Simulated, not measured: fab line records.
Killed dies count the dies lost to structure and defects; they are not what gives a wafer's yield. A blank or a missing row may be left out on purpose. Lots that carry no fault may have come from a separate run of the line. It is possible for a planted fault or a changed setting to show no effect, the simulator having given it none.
Matching of chambers || flow nand_harc || NHARC_P_GATE_PRECLEAN_70 on wet_bench-07 has 7 sister chambers
The step cleans in SC1. 10 wafers are shown with their chamber, then 4 later ones without.

EACH WAFER AND ITS CHAMBER
{"wafer": "L756.2", "chamber": 5, "bath_guard_temp_C (C)": 50.1, "nh4oh_flow_mL_min": 28.24}
{"wafer": "L756.6", "chamber": 7, "bath_guard_temp_C (C)": 50.3, "nh4oh_flow_mL_min": 28.33}
{"wafer": "L764.2", "chamber": 6, "bath_guard_temp_C (C)": 50.8, "nh4oh_flow_mL_min": 28.33}
{"wafer": "L764.3", "chamber": 3, "bath_guard_temp_C (C)": 50.6, "nh4oh_flow_mL_min": 28.12}
{"wafer": "L764.6", "chamber": 1, "bath_guard_temp_C (C)": 48.8, "nh4oh_flow_mL_min": 28.25}
{"wafer": "L765.1", "chamber": 2, "bath_guard_temp_C (C)": 49.7, "nh4oh_flow_mL_min": 28.33}
{"wafer": "L765.3", "chamber": 6, "bath_guard_temp_C (C)": 50.9, "nh4oh_flow_mL_min": 28.21}
{"wafer": "L765.4", "chamber": 3, "bath_guard_temp_C (C)": 50.6, "nh4oh_flow_mL_min": 28.18}
{"wafer": "L766.1", "chamber": 0, "bath_guard_temp_C (C)": 50.0, "nh4oh_flow_mL_min": 28.29}
{"wafer": "L766.2", "chamber": 7, "bath_guard_temp_C (C)": 50.1, "nh4oh_flow_mL_min": 28.19}

WAFERS MISSING THEIR CHAMBER
{"wafer": "L767.1", "bath_guard_temp_C (C)": 50.4, "nh4oh_flow_mL_min": 28.36}
{"wafer": "L767.3", "bath_guard_temp_C (C)": 50.0, "nh4oh_flow_mL_min": 28.37}
{"wafer": "L776.1", "bath_guard_temp_C (C)": 50.4, "nh4oh_flow_mL_min": 28.26}
{"wafer": "L776.3", "bath_guard_temp_C (C)": 50.6, "nh4oh_flow_mL_min": 28.35}

WHICH CHAMBER EACH WENT THROUGH
{"wafer": "L767.1", "from the rows above": "can't be placed: 7 or 3 or 5 or 0", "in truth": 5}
{"wafer": "L767.3", "from the rows above": "can't be placed: 0 or 5 or 7", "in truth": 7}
{"wafer": "L776.1", "from the rows above": "can't be placed: 7 or 3 or 5", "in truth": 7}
{"wafer": "L776.3", "from the rows above": "can't be placed: 3 or 6", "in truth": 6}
Placed correctly: 0 of 4. Not placeable from these rows: 4 (in 4, the candidates include the true chamber). Placed wrongly: 0.
How it was worked out, from the rows above alone: a wafer's distance from a chamber is the root of the sum, over the readings, of the square of ((its reading less the chamber's mean) divided by the reading's scatter). The wafer belongs to the nearest chamber; if the next one is less than 2 further off, it can't be placed. For every chamber, the mean is computed from those of its wafers that are shown. The scatter: take each reading less its chamber's mean, square it, sum over the shown wafers, divide by the number of wafers less the number of chambers, and take the root.
